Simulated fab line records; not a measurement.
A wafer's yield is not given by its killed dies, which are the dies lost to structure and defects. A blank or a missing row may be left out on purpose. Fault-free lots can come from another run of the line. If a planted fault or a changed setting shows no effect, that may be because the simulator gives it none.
fab line records ; flow n5Finfet
[record] lots = 7; wafers = 21
route steps=1938 shown ZERO_LAYER@4 WELL_APT@39 FIN_SAQP@108 FIN_CUT@155
startH: hours from the record's first day to the start of the lot's first wafer shown ; waitH: hours from the lot's prior step to this one ; " identical to the entry in the row above ; L1.1+2: a row that stands for several wafers ; - either no value or no given start ; * or withheld: withheld ; < > ~ a bound
route shown NAME@n: names a module that has steps shown in the file, with the first one's number in the route ; usual: mean/standard deviation taken from wafers without a fault ; same: alike in all rows ; chamber/n: place in a boat ; sites: each site's reading ; _std_site: standard deviation of those values ; _edge_site: the outer-site mean with the inner-site mean subtracted ; radiusMm: how far each site lies from the wafer's centre ; mask NAME#n: copy n ; behind: the last tool/chamber to shape the wafer ; hold: what put the lot on hold/how long, in hours/how the hold closed ; device: transistor that didn't switch, given as n, p or np ; end of line: the route-end tests of the same wafers ; for a step that has no rows: nothing shown but its recipe ; killed: dies that structure and defects cost at the first sort, which is not the same as the wafer's yield ; map: per-die view of a wafer (x killed, . not killed, _ where there is no die)
set.NAME: the run value of the setting; set.NAME@STEP: its run value at that earlier step ; model.NAME: the simulator's own value behind a step, which no gauge read
one table per step and one row per wafer, for lots whose settings were changed on purpose
[[steps]]
[step N5_ZERO_LAYER_PECVD_02]
[recipe] material = SiO2; targetThkA = 100; tempC = 400; precursor = SiH4/N2O; pressureTorr = 0.75; rfW = 275; timeS = 6
lot.wafer;tool;chamber;startH;waitH;set.timeS;model.SiO2_of_ZERO_LAYER_PECVD_02.thkNm
L075.1;pecvd-03;2;18.28;0.0;6;9.897
L075.2;pecvd-03;1;18.28;0.0;6;10.15
L075.6;pecvd-03;1;18.28;0.0;6;10.23
L076.1;pecvd-01;1;24.47;0.0;6;10.32
L076.3;pecvd-01;0;24.47;0.0;6;10.23
L076.5;pecvd-01;2;24.47;0.0;5.214;9.006
L080.2;pecvd-04;0;48.28;0.0;6;9.662
L080.3;pecvd-04;0;48.28;0.0;6;9.956
L080.4;pecvd-04;1;48.28;0.0;6;9.826
L083.3;pecvd-04;2;66.29;0.0;6.65;10.86
L083.4;pecvd-04;1;66.29;0.0;6;9.943
L083.5;pecvd-04;0;66.29;0.0;6;10.12
L084.1;pecvd-04;1;72.28;0.0;5.153;8.496
L084.2;pecvd-04;0;72.28;0.0;5.153;8.476
L084.5;pecvd-04;0;72.28;0.0;6;10.04
L092.3;pecvd-04;1;120.28;0.0;6;9.814
L092.4;pecvd-04;1;120.28;0.0;6;9.808
L092.5;pecvd-04;0;120.28;0.0;6;9.76
L094.1;pecvd-03;2;132.30;0.0;6;9.926
L094.4;pecvd-03;0;132.30;0.0;6.414;10.79
L094.5;pecvd-03;1;132.30;0.0;6;10.07
[step N5_ZERO_LAYER_COAT_05]
[recipe] spinRpm = 1500; resistThkNm = 1000
lot.wafer;tool;chamber;startH;waitH;set.spinRpm;model.coat_of_ZERO_LAYER_COAT_05.thkNm
L075.1;lithoTrack-05;0;-;-;1500;997.8
L075.2;lithoTrack-05;0;-;-;1500;998.8
L075.6;lithoTrack-05;0;-;-;1500;995.8
L076.1;lithoTrack-05;0;-;-;1500;998.7
L076.3;lithoTrack-05;0;-;-;1500;999
L076.5;lithoTrack-05;0;-;-;1500;998.4
L080.2;lithoTrack-01;0;-;-;1500;998.5
L080.3;lithoTrack-01;0;-;-;1500;1003
L080.4;lithoTrack-01;0;-;-;1577;978.7
L083.3;lithoTrack-05;0;-;-;1394;1035
L083.4;lithoTrack-05;0;-;-;1394;1037
L083.5;lithoTrack-05;0;-;-;1394;1039
L084.1;lithoTrack-05;0;-;-;1500;1002
L084.2;lithoTrack-05;0;-;-;1437;1025
L084.5;lithoTrack-05;0;-;-;1437;1022
L092.3;lithoTrack-05;0;-;-;1500;1005
L092.4;lithoTrack-05;0;-;-;1500;1004
L092.5;lithoTrack-05;0;-;-;1500;1003
L094.1;lithoTrack-04;0;-;-;1339;1056
L094.4;lithoTrack-04;0;-;-;1339;1058
L094.5;lithoTrack-04;0;-;-;1500;1000
[step N5_ZERO_LAYER_EBR_07]
[recipe] solvent = PGMEA; ebrWidthMm = 1.5
[step N5_ZERO_LAYER_SOFTBAKE_06]
[recipe] tempC = 100; timeS = 90
[step N5_ZERO_LAYER_ETCH_17]
[recipe] chemistry = CF4; target = SiO2; targetDepthA = 120; timeS = 13.3; ionEnergyEv = 350; pressureMtorr = 40; sourceW = 450; biasW = 215; Ar_flow_sccm = 100; cf4FlowSccm = 100
[step N5_ZERO_LAYER_ETCH_18]
[recipe] chemistry = HBr/Cl2; target = Si; targetDepthA = 1200; timeS = 40; pressureMtorr = 10; icpW = 800; biasW = 75; HBr_flow_sccm = 150; Cl2_flow_sccm = 80
[step N5_ZERO_LAYER_STRIP_24]
[recipe] chemistry = O2; powerW = 1000; tempC = 250; overashFraction = 0.3; pressureMtorr = 1000; o2FlowSccm = 6750
[usual] stripTimeToEndpointS = 43.85/0.094
lot.wafer;tool;chamber;startH;waitH;set.spinRpm@ZERO_LAYER_COAT_05;stripTimeToEndpointS
L075.1;plasmaAsher-02;1;18.89;0.1;1500;43.76
L075.2;plasmaAsher-02;0;18.89;0.1;1500;43.78
L075.6;plasmaAsher-02;1;18.89;0.1;1500;43.70
L076.1;plasmaAsher-01;0;25.21;0.1;1500;43.79
L076.3;plasmaAsher-01;0;25.21;0.1;1500;43.80
L076.5;plasmaAsher-01;0;25.21;0.1;1500;43.77
L080.2;plasmaAsher-01;0;48.92;0.1;1500;43.79
L080.3;plasmaAsher-01;0;48.92;0.1;1500;43.92
L080.4;plasmaAsher-01;1;48.92;0.1;1577;43.26
L083.3;plasmaAsher-01;0;67.05;0.1;1394;44.88
L083.4;plasmaAsher-01;1;67.05;0.1;1394;44.94
L083.5;plasmaAsher-01;1;67.05;0.1;1394;45.01
L084.1;plasmaAsher-01;1;72.89;0.1;1500;43.93
L084.2;plasmaAsher-01;0;72.89;0.1;1437;44.60
L084.5;plasmaAsher-01;0;72.89;0.1;1437;44.54
L092.3;plasmaAsher-02;1;121.00;0.1;1500;44.00
L092.4;plasmaAsher-02;0;121.00;0.1;1500;43.96
L092.5;plasmaAsher-02;0;121.00;0.1;1500;43.95
L094.1;plasmaAsher-02;1;132.91;0.1;1339;45.56
L094.4;plasmaAsher-02;0;132.91;0.1;1339;45.58
L094.5;plasmaAsher-02;0;132.91;0.1;1500;43.86
[step N5_WELL_APT_EXPOSE_22]
[recipe] maskId = PWELL; na = 0.8; sourceShape = conventional; sigmaOuter = 0.8; polarization = unpolarized; defocusNm = 0; targetCdNm = 200; doseMj = 23.2
lot.wafer;tool;chamber;startH;waitH;mask;set.doseMj
L075.1;krfScanner-01;0;20.76;-;PWELL#0;23.2
L075.2+6;krfScanner-01;0;20.76;-;PWELL#0;22.33
L076.1+3;krfScanner-01;0;27.30;-;PWELL#0;22.57
L076.5;krfScanner-01;0;27.30;-;PWELL#0;23.2
L080.2+3;krfScanner-01;0;50.56;-;PWELL#0;23.2
L080.4;krfScanner-01;0;50.56;-;PWELL#0;24.28
L083.3+4;krfScanner-02;0;69.13;-;PWELL#0;23.2
L083.5;krfScanner-02;0;69.13;-;PWELL#0;24.93
L084.1+2;krfScanner-01;0;74.93;-;PWELL#0;22.7
L084.5;krfScanner-01;0;74.93;-;PWELL#0;23.2
L092.3+4+5;krfScanner-02;0;122.75;-;PWELL#0;23.2
L094.1+4+5;krfScanner-02;0;134.78;-;PWELL#0;23.2
[step N5_WELL_APT_PEB_23]
[recipe] pebTempC = 130; pebTimeS = 90
lot.wafer;tool;chamber;startH;waitH;set.pebTempC
L075.1+2;lithoTrack-02;0;20.81;0.1;130
L075.6;lithoTrack-02;0;20.81;0.1;132.6
L076.1;lithoTrack-02;0;27.35;0.1;126.3
L076.3+5;lithoTrack-02;0;27.35;0.1;130
L080.2;lithoTrack-02;0;50.61;0.0;127.1
L080.3+4;lithoTrack-02;0;50.61;0.0;130
L083.3+5;lithoTrack-03;0;69.18;0.0;127.3
L083.4;lithoTrack-03;0;69.18;0.0;130
L084.1+2;lithoTrack-02;0;74.98;0.1;130
L084.5;lithoTrack-02;0;74.98;0.1;128.3
L092.3+4+5;lithoTrack-04;0;122.80;0.0;130
L094.1+4+5;lithoTrack-03;0;134.83;0.1;130
[step N5_WELL_APT_DEVELOP_24]
[recipe] developTimeS = 45; rinseLiquid = surfactantRinse; dry = airSpin; devTempC = 21
[step N5_WELL_APT_HARDBAKE_29]
[recipe] tempC = 130; timeS = 120
[step N5_WELL_APT_CD_MEAS_25]
[recipe] targetCdNm = 200; landingEnergyEv = 500; detector = seInlens
[usual] cdNm = 200.3/1.4
lot.wafer;tool;chamber;startH;waitH;set.doseMj@WELL_APT_EXPOSE_22;set.pebTempC@WELL_APT_PEB_23;cdNm
L075.1;cdSem-03;0;20.93;-;23.2;130;201.7
L075.2;cdSem-03;0;20.93;-;22.33;130;195.7
L075.6;cdSem-03;0;20.93;-;22.33;132.6;207.7
L076.1;cdSem-02;0;27.47;-;22.57;126.3;168.8
L076.3;cdSem-02;0;27.47;-;22.57;130;192.8
L076.5;cdSem-02;0;27.47;-;23.2;130;199.9
L080.2;cdSem-02;0;50.73;-;23.2;127.1;183.3
L080.3;cdSem-02;0;50.73;-;23.2;130;199.8
L080.4;cdSem-02;0;50.73;-;24.28;130;209.5
L083.3;cdSem-01;0;69.30;-;23.2;127.3;182.9
L083.4;cdSem-01;0;69.30;-;23.2;130;201.4
L083.5;cdSem-01;0;69.30;-;24.93;127.3;197.2
L084.1;cdSem-01;0;75.10;-;22.7;130;195.5
L084.2;cdSem-01;0;75.10;-;22.7;130;193.4
L084.5;cdSem-01;0;75.10;-;23.2;128.3;190.4
L092.3;cdSem-02;0;122.92;-;23.2;130;198.7
L092.4;cdSem-02;0;122.92;-;23.2;130;198.5
L092.5;cdSem-02;0;122.92;-;23.2;130;200.8
L094.1;cdSem-03;0;134.95;-;23.2;130;202.7
L094.4;cdSem-03;0;134.95;-;23.2;130;200.9
L094.5;cdSem-03;0;134.95;-;23.2;130;200.7
[step N5_WELL_APT_DESCUM_30]
[recipe] chemistry = O2; timeS = 7.9; sourcePowerW = 50; biasPowerW = 20; pressureMtorr = 20; rfFrequencyHz = 2.712e+07; tempC = 40; o2FlowSccm = 225
lot.wafer;tool;chamber;startH;waitH;set.doseMj@WELL_APT_EXPOSE_22;set.pebTempC@WELL_APT_PEB_23;model.WELL_APT.cdNm
L075.1;rieDiel-05;0;21.02;0.0;23.2;130;202.1
L075.2;rieDiel-05;2;21.02;0.0;22.33;130;195.8
L075.6;rieDiel-05;1;21.02;0.0;22.33;132.6;207.8
L076.1;rieDiel-04;0;28.03;0.5;22.57;126.3;168.9
L076.3;rieDiel-04;1;28.03;0.5;22.57;130;192.9
L076.5;rieDiel-04;3;28.03;0.5;23.2;130;199.6
L080.2;rieDiel-04;3;50.82;0.0;23.2;127.1;183.2
L080.3;rieDiel-04;2;50.82;0.0;23.2;130;199.8
L080.4;rieDiel-04;1;50.82;0.0;24.28;130;209.9
L083.3;rieDiel-03;2;69.61;0.2;23.2;127.3;183.3
L083.4;rieDiel-03;3;69.61;0.2;23.2;130;201.3
L083.5;rieDiel-03;0;69.61;0.2;24.93;127.3;197.7
L084.1;rieDiel-05;3;75.19;0.0;22.7;130;195.2
L084.2;rieDiel-05;1;75.19;0.0;22.7;130;193
L084.5;rieDiel-05;3;75.19;0.0;23.2;128.3;190.5
L092.3;rieDiel-03;2;123.18;0.2;23.2;130;198.7
L092.4;rieDiel-03;3;123.18;0.2;23.2;130;198.4
L092.5;rieDiel-03;0;123.18;0.2;23.2;130;200.6
L094.1;rieDiel-03;3;135.04;0.0;23.2;130;202.8
L094.4;rieDiel-03;3;135.04;0.0;23.2;130;201.1
L094.5;rieDiel-03;2;135.04;0.0;23.2;130;200.6
[step N5_FIN_SAQP_EXPOSE_13]
[recipe] maskId = FIN_CORE; na = 1.35; sourceShape = dipole; sigmaInner = 0.538; sigmaOuter = 0.738; polarization = te; targetCdNm = 35.6; doseMj = 63.25
lot.wafer;tool;chamber;startH;waitH;mask;set.doseMj
L075.1+6;arfiScanner-03;0;27.84;-;FIN_CORE#0;63.25
L075.2;arfiScanner-03;0;27.84;-;FIN_CORE#0;67.41
L076.1+3+5;arfiScanner-02;0;34.90;-;FIN_CORE#0;63.25
L080.2;arfiScanner-02;0;56.96;-;FIN_CORE#0;63.25
L080.3+4;arfiScanner-02;0;56.96;-;FIN_CORE#0;59.73
L083.3+4+5;arfiScanner-02;0;78.58;-;FIN_CORE#0;63.25
L084.1+2+5;arfiScanner-01;0;81.83;-;FIN_CORE#0;63.25
L092.3+4+5;arfiScanner-02;0;129.22;-;FIN_CORE#0;63.25
L094.1;arfiScanner-01;0;142.52;-;FIN_CORE#0;63.25
L094.4+5;arfiScanner-01;0;142.52;-;FIN_CORE#0;66.96
[step N5_FIN_SAQP_PEB_14]
[recipe] pebTempC = withheld; pebTimeS = 60; resist = CAR-ArF
lot.wafer;tool;chamber;startH;waitH;set.pebTimeS
L075.1+6;lithoTrack-02;0;27.90;0.1;54.13
L075.2;lithoTrack-02;0;27.90;0.1;60
L076.1+3+5;lithoTrack-02;0;34.96;0.1;60
L080.2+3+4;lithoTrack-04;0;57.01;0.0;60
L083.3+4+5;lithoTrack-04;0;78.63;0.0;60
L084.1+2+5;lithoTrack-01;0;81.89;0.1;60
L092.3+4+5;lithoTrack-04;0;129.27;0.0;60
L094.1+5;lithoTrack-01;0;142.58;0.1;56.53
L094.4;lithoTrack-01;0;142.58;0.1;60
[step N5_FIN_SAQP_DEVELOP_15]
[recipe] developTimeS = 30; developer = TMAH; resist = CAR-ArF; devTempC = 23; rinseLiquid = diw; dry = airSpin
[step N5_FIN_SAQP_CD_MEAS_16]
[recipe] targetCdNm = 35.6; landingEnergyEv = 500; detector = seInlens
[usual] cdNm = 35.66/0.25
lot.wafer;tool;chamber;startH;waitH;set.doseMj@FIN_SAQP_EXPOSE_13;set.pebTimeS@FIN_SAQP_PEB_14;cdNm
L075.1;cdSem-01;0;27.97;-;63.25;54.13;37.38
L075.2;cdSem-01;0;27.97;-;67.41;60;33.91
L075.6;cdSem-01;0;27.97;-;63.25;54.13;37.15
L076.1;cdSem-02;0;35.03;-;63.25;60;35.79
L076.3;cdSem-02;0;35.03;-;63.25;60;36.03
L076.5;cdSem-02;0;35.03;-;63.25;60;35.30
L080.2;cdSem-03;0;57.08;-;63.25;60;35.36
L080.3;cdSem-03;0;57.08;-;59.73;60;37.11
L080.4;cdSem-03;0;57.08;-;59.73;60;37.15
L083.3;cdSem-01;0;78.70;-;63.25;60;35.76
L083.4;cdSem-01;0;78.70;-;63.25;60;35.89
L083.5;cdSem-01;0;78.70;-;63.25;60;35.52
L084.1;cdSem-03;0;81.96;-;63.25;60;35.54
L084.2;cdSem-03;0;81.96;-;63.25;60;35.57
L084.5;cdSem-03;0;81.96;-;63.25;60;35.63
L092.3;cdSem-02;0;129.34;-;63.25;60;35.83
L092.4;cdSem-02;0;129.34;-;63.25;60;35.85
L092.5;cdSem-02;0;129.34;-;63.25;60;36.04
L094.1;cdSem-01;0;142.64;-;63.25;56.53;36.46
L094.4;cdSem-01;0;142.64;-;66.96;60;33.83
L094.5;cdSem-01;0;142.64;-;66.96;56.53;34.92
[step N5_FIN_CUT_COAT_19]
[recipe] resist = SiARC; tempC = 220; timeS = 60; spinRpm = 1500; resistThkNm = 20
lot.wafer;tool;chamber;startH;waitH;set.spinRpm;model.SiARC_of_FIN_CUT_COAT_19.thkNm
L075.1+2+6;lithoTrack-02;0;-;-;1649;19
L076.1+3;lithoTrack-03;0;-;-;1500;20
L076.5;lithoTrack-03;0;-;-;1630;19.2
L080.2;lithoTrack-05;0;-;-;1500;20.2
L080.3;lithoTrack-05;0;-;-;1500;20
L080.4;lithoTrack-05;0;-;-;1421;20.6
L083.3+5;lithoTrack-02;0;-;-;1441;20.4
L083.4;lithoTrack-02;0;-;-;1500;20
L084.1+5;lithoTrack-02;0;-;-;1660;19
L084.2;lithoTrack-02;0;-;-;1500;20
L092.3+5;lithoTrack-05;0;-;-;1500;20
L092.4;lithoTrack-05;0;-;-;1500;20.2
L094.1+4;lithoTrack-03;0;-;-;1500;20
L094.5;lithoTrack-03;0;-;-;1377;20.8
[[key]]
[split] step = N5_ZERO_LAYER_PECVD_02; setting = timeS; stated = 6; by = wafer
[response] step = N5_ZERO_LAYER_PECVD_02; reading = model.SiO2_of_ZERO_LAYER_PECVD_02.thkNm; change = +0.0987; per = 1%; r = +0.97
[split] step = N5_ZERO_LAYER_COAT_05; setting = spinRpm; stated = 1500; by = wafer
[response] step = N5_ZERO_LAYER_COAT_05; reading = model.coat_of_ZERO_LAYER_COAT_05.thkNm; change = -5.1; per = 1%; r = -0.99
[response] step = N5_ZERO_LAYER_STRIP_24; reading = stripTimeToEndpointS; change = *; per = 1%; r = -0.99
[split] step = N5_WELL_APT_EXPOSE_22; setting = doseMj; stated = 23.2; by = wafer
[response] step = N5_WELL_APT_CD_MEAS_25; reading = cdNm; slope = +1.99; per = 1%; togetherWith = pebTempC@WELL_APT_PEB_23; explained = 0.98
[response] step = N5_WELL_APT_DESCUM_30; reading = model.WELL_APT.cdNm; slope = +2.05; per = 1%; togetherWith = pebTempC@WELL_APT_PEB_23; explained = 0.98
[split] step = N5_WELL_APT_PEB_23; setting = pebTempC; stated = 130; by = wafer
[response] step = N5_WELL_APT_CD_MEAS_25; reading = cdNm; change = +7.48; per = 1%; r = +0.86
[response] step = N5_WELL_APT_DESCUM_30; reading = model.WELL_APT.cdNm; change = +7.4; per = 1%; r = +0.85
[split] step = N5_FIN_SAQP_EXPOSE_13; setting = doseMj; stated = 63.25; by = wafer
[response] step = N5_FIN_SAQP_CD_MEAS_16; reading = cdNm; change = -0.406; per = 1%; r = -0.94
[split] step = N5_FIN_SAQP_PEB_14; setting = pebTimeS; stated = 60; by = wafer
[response] step = N5_FIN_SAQP_CD_MEAS_16; reading = cdNm; change = -0.337; per = 1%; r = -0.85
[split] step = N5_FIN_CUT_COAT_19; setting = spinRpm; stated = 1500; by = wafer
[response] step = N5_FIN_CUT_COAT_19; reading = model.SiARC_of_FIN_CUT_COAT_19.thkNm; change = -0.0948; per = 1%; r = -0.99
